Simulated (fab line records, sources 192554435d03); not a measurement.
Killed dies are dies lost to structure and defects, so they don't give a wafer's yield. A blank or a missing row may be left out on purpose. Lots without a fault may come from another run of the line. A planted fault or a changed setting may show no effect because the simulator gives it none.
A struck lot beside a sound one | flow n5_finfet | 16 steps out of a route of 1938
Sound: wafers L536.2, L536.5, L536.6. Struck: wafers L530.4, L530.5, L530.6. The cause comes at the end.
At each step with rows: each side's tool, then ch and its chambers, then its first start. Under that, the readings that differ: sound wafers | struck wafers | difference of the means | sigmas: that difference in standard deviations of wafers without a fault.
alike: readings whose means differ by less than 2 such deviations, and words and numbers that are the same on both sides. not compared: withheld readings, readings that some wafer has no value for, bounds like >300 that may hide the same value, and numbers for which the record gives no deviation and whose values overlap.
The two part at a step that has a row with sigmas, a row that says differs or no value, or rows on one side only. Numbers that don't overlap but have no deviation are shown without sigmas and don't part them. A reading that every wafer of one side lacks parts them only if that side has two wafers or more.

first, 1 step without rows for these wafers: N5_BEOL_M4_STRIP_36 (strips in N2/H2).
N5_BEOL_M4_TRENCH_ETCH_37: etches SiOC in C4F6/O2, target depth 55.555 nm, time 29.2 s.
  sound on rie_diel-02 ch 0,1,2; struck on rie_diel-03 ch 1,2,3
  alike: drypump_motor_current_A, oes_f_703_au, oes_product_au, rf_vpp_V, showerhead_plenum_p_Torr, throttle_valve_pct
  not compared: rf_hours_counter_h
then, 1 step without rows for these wafers: N5_BEOL_M4_ETCH_41 (etches SiCN in CH3F/O2, target depth 29.9 nm, time 52.5 s).
N5_BEOL_M4_STRIP_97: strips in N2/H2, time 10 s.
  sound on rie_diel-02 ch 0,1,2; struck on rie_diel-03 ch 1,2,3
  alike: drypump_motor_current_A, h2_flow_sccm, oes_product_au, rf_vpp_V, showerhead_plenum_p_Torr, throttle_valve_pct
  not compared: rf_hours_counter_h
N5_BEOL_M4_OCD_MEAS_38:
  sound on ocd-02, day 15 03:00; struck on ocd-01, day 13 13:56
  alike: trench_depth_nm
then, 4 steps without rows for these wafers: N5_BEOL_M4_HM_STRIP_39 (strips TiN in peroxide tin strip, target depth 25 nm, time 158 s); N5_BEOL_M4_SRD_40 (time 30 s); N5_BEOL_M4_PRECLEAN_42 (cleans in residue remover, time 60 s); N5_BEOL_M4_SRD_43 (time 30 s).
N5_BEOL_M4_CD_MEAS_35: target cd 18 nm, target cd y 22.4 nm.
  sound on cd_sem-02, day 15 03:10; struck on cd_sem-01, day 13 14:05
  alike: cd_nm
N5_BEOL_M4_DEGAS_44: time 60 s.
  sound on pvd_sputter-02, day 15 03:44; struck on pvd_sputter-02, day 13 14:25
  alike: heater_power_w
N5_BEOL_M4_PRE_CLEAN_45: time 30 s.
  sound on pvd_sputter-02, day 15 03:46; struck on pvd_sputter-02, day 13 14:27
  alike: heater_power_w
N5_BEOL_M4_ALD_84: deposits TaN, pulse time 2 s, purge time 3 s, co reactant purge time 2 s.
  sound on ald_metal-03 ch 2,3, day 15 03:50; struck on ald_metal-04 ch 1,2,3, day 13 14:32
  no value came back on the struck wafers for ald_cycles, chamber_pressure_Torr (Torr), heater_power_w (W); on the sound wafers ald_cycles reads 30 30 30
N5_BEOL_M4_SURFACE_TREAT_85:
  sound on pvd_sputter-02, day 15 04:04; struck on pvd_sputter-01, day 13 14:47
  not compared: throttle_valve_pct
N5_BEOL_M4_RC_MEAS_101:
  the record has rows for the sound wafers here (prober-02 ch 0, day 15 07:26) and none for the struck ones
-- the record jumps here: 5 days lie between the struck wafers' starts before and after (it left off in module BEOL_M4 and takes up again in module PASSIVATION, whose first step shown is number 1936 of the route) --
N5_PASSIVATION_PROBE_49:
  sound on prober-02, day 19 20:51; struck on prober-01, day 18 08:20
  reading                  | sound          | struck            | difference | sigmas
  defect_limited_yield (%) | 87.5 90.3 91.4 | 0 0 0             | -90        | -56
  killed_at_M4_up          | 19 9 15        | 1095 1071 1082    | +1068      | +99 or more
  killed_dies              | 148 114 101    | 1180 1180 1180    | +1059      | +56
  killed_on_rim            | 18 11 18       | 152 152 152       | +136       | +32
  sort_bin_4_leakage (%)   | 0 0 0          | 91.36 89.58 90.85 | +90.60     | +99 or more
  sort_n_pass              | 1032 1066 1079 | 0 0 0             | -1059      | -56
  sort_yield_pct (%)       | 87.5 90.3 91.4 | 0 0 0             | -90        | -56
  alike: killed_at_M0_to_M3, killed_at_contacts, killed_at_front_end, killed_at_other, killed_open, killed_short, sort_bin_5_function, sort_bin_6_memory

WHERE THEY PART
First at N5_BEOL_M4_ALD_84; last, within this record, at N5_PASSIVATION_PROBE_49.

WHY: what the simulator had put in
Skipped step whole: ald_metal-04, from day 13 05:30 on, at N5_BEOL_M4_ALD_84. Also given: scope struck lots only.
